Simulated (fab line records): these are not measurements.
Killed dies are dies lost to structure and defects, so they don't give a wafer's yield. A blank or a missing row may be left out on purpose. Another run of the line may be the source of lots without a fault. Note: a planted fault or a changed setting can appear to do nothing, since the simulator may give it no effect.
Split-lot trial / flow n5_finfet / route with 1938 steps; 7 lots, 21 wafers read

== THE SPLIT ITSELF ==
At N5_BEOL_M13_COAT_04 (resist thk 400 nm), the setting spin_rpm was moved away from the recipe's 1625 rpm on 3 of the 21 wafers read, by -8.5% to -3.9%. For the rest of the wafers, this setting stayed at what the recipe calls for.

== FROM THE SPLIT TO THE READING: what the file shows between them, 3 steps ==
- N5_BEOL_M13_EBR_06
- N5_BEOL_M13_SOFTBAKE_05: time 60 s
- N5_BEOL_M13_DESCUM_15: chemistry O2, time 7.9 s

== THE READING ==
coat_of_BEOL_M13_COAT_04.thk_nm (the simulator's own value, which no gauge read), in nm, at N5_BEOL_M13_ETCH_59 (etches BARC in N2/H2, target depth 89 nm, overetch 26.7 nm, time 67.9 s). There is no usual value for it anywhere in the file. Average 318.3 nm, standard deviation 1.3 nm, over the 18 wafers here run with the recipe.

wafer=L074.1; tool, chamber at the split=litho_track-04, 0; spin_rpm as run, rpm=1625; against the recipe=recipe; coat_of_BEOL_M13_COAT_04.thk_nm, nm=320.4; against lot-mates on the recipe=-
wafer=L074.2; tool, chamber at the split=litho_track-04, 0; spin_rpm as run, rpm=1625; against the recipe=recipe; coat_of_BEOL_M13_COAT_04.thk_nm, nm=318.2; against lot-mates on the recipe=-
wafer=L074.3; tool, chamber at the split=litho_track-04, 0; spin_rpm as run, rpm=1625; against the recipe=recipe; coat_of_BEOL_M13_COAT_04.thk_nm, nm=321; against lot-mates on the recipe=-
wafer=L076.1; tool, chamber at the split=litho_track-01, 0; spin_rpm as run, rpm=1625; against the recipe=recipe; coat_of_BEOL_M13_COAT_04.thk_nm, nm=318.6; against lot-mates on the recipe=-
wafer=L076.5; tool, chamber at the split=litho_track-01, 0; spin_rpm as run, rpm=1625; against the recipe=recipe; coat_of_BEOL_M13_COAT_04.thk_nm, nm=318.6; against lot-mates on the recipe=-
wafer=L076.6; tool, chamber at the split=litho_track-01, 0; spin_rpm as run, rpm=1625; against the recipe=recipe; coat_of_BEOL_M13_COAT_04.thk_nm, nm=320; against lot-mates on the recipe=-
wafer=L080.2; tool, chamber at the split=litho_track-05, 0; spin_rpm as run, rpm=1625; against the recipe=recipe; coat_of_BEOL_M13_COAT_04.thk_nm, nm=319.2; against lot-mates on the recipe=-
wafer=L080.4; tool, chamber at the split=litho_track-05, 0; spin_rpm as run, rpm=1549; against the recipe=-4.7%; coat_of_BEOL_M13_COAT_04.thk_nm, nm=325.4; against lot-mates on the recipe=+7.8
wafer=L080.5; tool, chamber at the split=litho_track-05, 0; spin_rpm as run, rpm=1625; against the recipe=recipe; coat_of_BEOL_M13_COAT_04.thk_nm, nm=316; against lot-mates on the recipe=-
wafer=L090.2; tool, chamber at the split=litho_track-05, 0; spin_rpm as run, rpm=1625; against the recipe=recipe; coat_of_BEOL_M13_COAT_04.thk_nm, nm=316.8; against lot-mates on the recipe=-
wafer=L090.3; tool, chamber at the split=litho_track-05, 0; spin_rpm as run, rpm=1625; against the recipe=recipe; coat_of_BEOL_M13_COAT_04.thk_nm, nm=317.2; against lot-mates on the recipe=-
wafer=L090.4; tool, chamber at the split=litho_track-05, 0; spin_rpm as run, rpm=1487; against the recipe=-8.5%; coat_of_BEOL_M13_COAT_04.thk_nm, nm=335; against lot-mates on the recipe=+18.0
wafer=L089.2; tool, chamber at the split=litho_track-04, 0; spin_rpm as run, rpm=1625; against the recipe=recipe; coat_of_BEOL_M13_COAT_04.thk_nm, nm=317.2; against lot-mates on the recipe=-
wafer=L089.4; tool, chamber at the split=litho_track-04, 0; spin_rpm as run, rpm=1625; against the recipe=recipe; coat_of_BEOL_M13_COAT_04.thk_nm, nm=318.2; against lot-mates on the recipe=-
wafer=L089.6; tool, chamber at the split=litho_track-04, 0; spin_rpm as run, rpm=1625; against the recipe=recipe; coat_of_BEOL_M13_COAT_04.thk_nm, nm=318; against lot-mates on the recipe=-
wafer=L092.1; tool, chamber at the split=litho_track-05, 0; spin_rpm as run, rpm=1625; against the recipe=recipe; coat_of_BEOL_M13_COAT_04.thk_nm, nm=318.6; against lot-mates on the recipe=-
wafer=L092.2; tool, chamber at the split=litho_track-05, 0; spin_rpm as run, rpm=1625; against the recipe=recipe; coat_of_BEOL_M13_COAT_04.thk_nm, nm=319.2; against lot-mates on the recipe=-
wafer=L092.6; tool, chamber at the split=litho_track-05, 0; spin_rpm as run, rpm=1625; against the recipe=recipe; coat_of_BEOL_M13_COAT_04.thk_nm, nm=316.6; against lot-mates on the recipe=-
wafer=L093.2; tool, chamber at the split=litho_track-05, 0; spin_rpm as run, rpm=1625; against the recipe=recipe; coat_of_BEOL_M13_COAT_04.thk_nm, nm=318; against lot-mates on the recipe=-
wafer=L093.3; tool, chamber at the split=litho_track-05, 0; spin_rpm as run, rpm=1562; against the recipe=-3.9%; coat_of_BEOL_M13_COAT_04.thk_nm, nm=324.2; against lot-mates on the recipe=+6.1
wafer=L093.6; tool, chamber at the split=litho_track-05, 0; spin_rpm as run, rpm=1625; against the recipe=recipe; coat_of_BEOL_M13_COAT_04.thk_nm, nm=318.2; against lot-mates on the recipe=-

THE FIT
A straight line over all 21 wafers: coat_of_BEOL_M13_COAT_04.thk_nm changes by -1.82 nm for each +1% of spin_rpm; r = -0.95; the points scatter about the line by 1.3 nm.
The same after taking each lot's own level away (the mean of its wafers on the recipe; 21 wafers): -1.97 nm for each +1%; r = -0.97; scatter 1.1 nm.
According to that fit, moving spin_rpm by its largest amount changes the reading by 17 nm.
The lots' own levels span 317.00 to 319.87 nm, that is 2.2 times the standard deviation above.
So the lot-to-lot level changes the slope little: the two slopes agree.
Check: with one of the wafers moved furthest among these (-8.5%) left out of the fit, the line predicts +13.8 nm for it against its lot-mates. It came out at +18 nm against them.

== ADDITIONAL SPLITS CARRIED BY THESE WAFERS ==
Note: prior to the reading, these wafers also went through further splits. Each is held against what the fit with the lots' levels taken away leaves over:
other split on the same wafers=N5_BEOL_M8_COAT_22 spin_rpm; wafers away from the commonest value=7; r with coat_of_BEOL_M13_COAT_04.thk_nm (lot level and that fit taken away)=-0.04
other split on the same wafers=N5_BEOL_M8_DESCUM_33 time_s; wafers away from the commonest value=5; r with coat_of_BEOL_M13_COAT_04.thk_nm (lot level and that fit taken away)=+0.22
other split on the same wafers=N5_BEOL_M9_ILD_DEP_00 time_s; wafers away from the commonest value=6; r with coat_of_BEOL_M13_COAT_04.thk_nm (lot level and that fit taken away)=+0.02
other split on the same wafers=N5_BEOL_M9_COAT_05 spin_rpm; wafers away from the commonest value=9; r with coat_of_BEOL_M13_COAT_04.thk_nm (lot level and that fit taken away)=+0.23
other split on the same wafers=N5_BEOL_M10_COAT_22 spin_rpm; wafers away from the commonest value=5; r with coat_of_BEOL_M13_COAT_04.thk_nm (lot level and that fit taken away)=+0.16
other split on the same wafers=N5_BEOL_M10_EXPOSE_25 dose_mj; wafers away from the commonest value=8; r with coat_of_BEOL_M13_COAT_04.thk_nm (lot level and that fit taken away)=-0.23
other split on the same wafers=N5_BEOL_M10_ETCH_41 source_w; wafers away from the commonest value=5; r with coat_of_BEOL_M13_COAT_04.thk_nm (lot level and that fit taken away)=+0.11
other split on the same wafers=N5_BEOL_M12_CMP_49 down_force_psi; wafers away from the commonest value=7; r with coat_of_BEOL_M13_COAT_04.thk_nm (lot level and that fit taken away)=+0.07

== THE WHOLE CHAIN: every reading that the file lists as answering this split, in the file's order ==
step=N5_BEOL_M13_COAT_04; what it does=resist thk 400 nm; reading=coat_of_BEOL_M13_COAT_04.thk_nm (the simulator's own value, which no gauge read); change (the file's fit)=-2.04 nm for each +1% of the setting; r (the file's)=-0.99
step=N5_BEOL_M13_ETCH_59; what it does=etches BARC in N2/H2, target depth 89 nm, overetch 26.7 nm, time 67.9 s; reading=coat_of_BEOL_M13_COAT_04.thk_nm (the simulator's own value, which no gauge read); change (the file's fit)=-1.95 nm for each +1% of the setting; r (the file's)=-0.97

== FILE'S OWN FIT ==
coat_of_BEOL_M13_COAT_04.thk_nm changes by -1.95 nm for each +1% of spin_rpm, r = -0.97.
